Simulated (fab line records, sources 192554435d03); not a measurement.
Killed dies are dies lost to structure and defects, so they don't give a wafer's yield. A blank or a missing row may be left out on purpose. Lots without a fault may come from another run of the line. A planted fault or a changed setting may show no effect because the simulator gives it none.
A struck lot beside a sound one | flow n5_finfet | 25 steps out of a route of 1938
Sound: wafers L457.2, L457.3, L457.6. Struck: wafers L466.4, L466.5, L466.6. The cause comes at the end.
At each step with rows: each side's tool, then ch and its chambers, then its first start. Under that, the readings that differ: sound wafers | struck wafers | difference of the means | sigmas: that difference in standard deviations of wafers without a fault.
alike: readings whose means differ by less than 2 such deviations, and words and numbers that are the same on both sides. not compared: withheld readings, readings that some wafer has no value for, bounds like >300 that may hide the same value, and numbers for which the record gives no deviation and whose values overlap.
The two part at a step that has a row with sigmas, a row that says differs or no value, or rows on one side only. Numbers that don't overlap but have no deviation are shown without sigmas and don't part them. A reading that every wafer of one side lacks parts them only if that side has two wafers or more.

first, 3 steps without rows for these wafers: N5_BEOL_M5_CO_CAP_78 (material Co, precursor CCTBA/H2, target thk 2 nm, time 102.1 s); N5_BEOL_M5_PRE_CLEAN_55 (time 15 s); N5_BEOL_M5_DEP_56 (deposits SiCN from 3MS/NH3, target thk 8 nm, time 14 s).
N5_BEOL_M5_RS_MEAS_57: measures by four-point-probe.
  sound on film_metro-02, day 10 17:25; struck on film_metro-01, day 12 13:27
  alike: M5_RS
N5_BEOL_M5_INSPECT_58: inspects for defects (darkfield).
  sound on defect_inspect-02, day 10 17:26; struck on defect_inspect-01, day 12 13:29
  alike: raw_defect_count
N5_BEOL_M6_ILD_DEP_00: deposits SiCOH lowk from DEMS/porogen, target thk 179.75 nm, time 33.4 s.
  sound on pecvd-04 ch 0,1, day 10 17:28; struck on pecvd-03 ch 0,1,2, day 12 13:32
  alike: heater_power_outer_w, heater_power_w, showerhead_plenum_p_Torr, throttle_valve_pct
then, 1 step without rows for these wafers: N5_BEOL_M6_CURE_74 (cures SiCOH lowk, time 240 s).
N5_BEOL_M6_THK_MEAS_01:
  sound on film_metro-01, day 10 18:03; struck on film_metro-01, day 12 14:05
  alike: M6_ILD_THK
N5_BEOL_M6_PECVD_70: deposits SiO2 from TEOS/O2, target thk 20 nm, time 22.7 s.
  sound on pecvd-04 ch 0,1, day 10 18:05; struck on pecvd-02 ch 0,1,2, day 12 14:09
  alike: heater_power_outer_w, heater_power_w, showerhead_plenum_p_Torr, throttle_valve_pct
N5_BEOL_M6_HM_DEP_02: deposits TiN, target thk 20 nm.
  sound on pvd_sputter-02, day 10 19:39; struck on pvd_sputter-01, day 12 16:50
  alike: substrate_temp_c, throttle_valve_pct
then, 2 steps without rows for these wafers: N5_BEOL_M6_COAT_59 (time 60 s, resist thk 100 nm); N5_BEOL_M6_COAT_60 (time 60 s, resist thk 35 nm).
N5_BEOL_M6_COAT_05: resist thk 90 nm.
  sound on litho_track-05 ch 0, day 10 19:47; struck on litho_track-05 ch 0, day 12 16:58
  reading                                      | sound                | struck               | difference | sigmas
  spin_speed_rpm (rpm)                         | 1499.7 1498.1 1499.3 | 1423.3 1422.2 1425.4 | -75.4      | -69
  model.CAR-ArF_of_BEOL_M6_COAT_05.thk_nm (nm) | 90 90 90.2           | 92.6 92.6 92.6       | +2.5       |
  alike: chill_plate_temp_C, exhaust_pa
then, 5 steps without rows for these wafers: N5_BEOL_M6_EBR_07; N5_BEOL_M6_SOFTBAKE_06 (time 60 s); N5_BEOL_M6_EXPOSE_08 (exposes mask M6); N5_BEOL_M6_PEB_09 (peb time 60 s); N5_BEOL_M6_DEVELOP_10 (develop time 30 s).
N5_BEOL_M6_CD_MEAS_11: target cd 38.5 nm.
  sound on cd_sem-03 ch 0, day 10 20:09; struck on cd_sem-02 ch 0, day 12 17:12
  alike: cd_nm
N5_BEOL_M6_OVL_MEAS_12:
  sound on overlay-02 ch 0, day 10 20:11; struck on overlay-02 ch 0, day 12 17:14
  alike: M6_OVL
N5_BEOL_M6_INSPECT_13: inspects for defects (brightfield).
  sound on defect_inspect-02, day 10 20:12; struck on defect_inspect-02, day 12 17:16
  alike: raw_defect_count
N5_BEOL_M6_DESCUM_16: chemistry O2, time 7.9 s.
  sound on rie_diel-04 ch 0,1,3, day 10 20:16; struck on rie_diel-03 ch 0,1, day 12 17:23
  alike: chamber_pressure_mTorr, drypump_motor_current_A, o2_flow_sccm, oes_product_au, rf_vpp_V, showerhead_plenum_p_Torr, temp_c, throttle_valve_pct
  not compared: rf_hours_counter_h
N5_BEOL_M6_ETCH_61: etches SiARC in CF4, target depth 45.5 nm, time 75.8 s.
  sound on rie_diel-04 ch 0,1,3, day 10 20:19; struck on rie_diel-03 ch 0,1, day 12 17:26
  reading                                      | sound        | struck         | difference | sigmas
  model.CAR-ArF_of_BEOL_M6_COAT_05.thk_nm (nm) | 50.8 50.8 51 | 53.6 53.6 53.6 | +2.7       |
  alike: cf4_flow_sccm, chamber_pressure_mTorr, drypump_motor_current_A, etch_rf_on_time_s, oes_product_au, rf_vpp_V, showerhead_plenum_p_Torr, throttle_valve_pct
  not compared: rf_hours_counter_h
N5_BEOL_M6_ETCH_62: etches SOC in N2/H2, target depth 110 nm, overetch 22 nm, time 165 s.
  sound on rie_diel-04 ch 0,1,3, day 10 20:22; struck on rie_diel-03 ch 0,1, day 12 17:29
  alike: chamber_pressure_mTorr, drypump_motor_current_A, oes_product_au, rf_vpp_V, showerhead_plenum_p_Torr, temp_c, throttle_valve_pct
  not compared: rf_hours_counter_h
then, 1 step without rows for these wafers: N5_PASSIVATION_PROBE_49.

WHERE THEY PART
Only at N5_BEOL_M6_COAT_05, within this record. Later steps at which nothing parts them and some readings are alike: N5_BEOL_M6_CD_MEAS_11, N5_BEOL_M6_OVL_MEAS_12, N5_BEOL_M6_INSPECT_13, N5_BEOL_M6_DESCUM_16, N5_BEOL_M6_ETCH_61, N5_BEOL_M6_ETCH_62.

WHY: what the simulator had put in
Process parameter drift: litho_track-05, from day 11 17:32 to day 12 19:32, at N5_BEOL_M6_COAT_05. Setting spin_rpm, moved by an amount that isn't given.
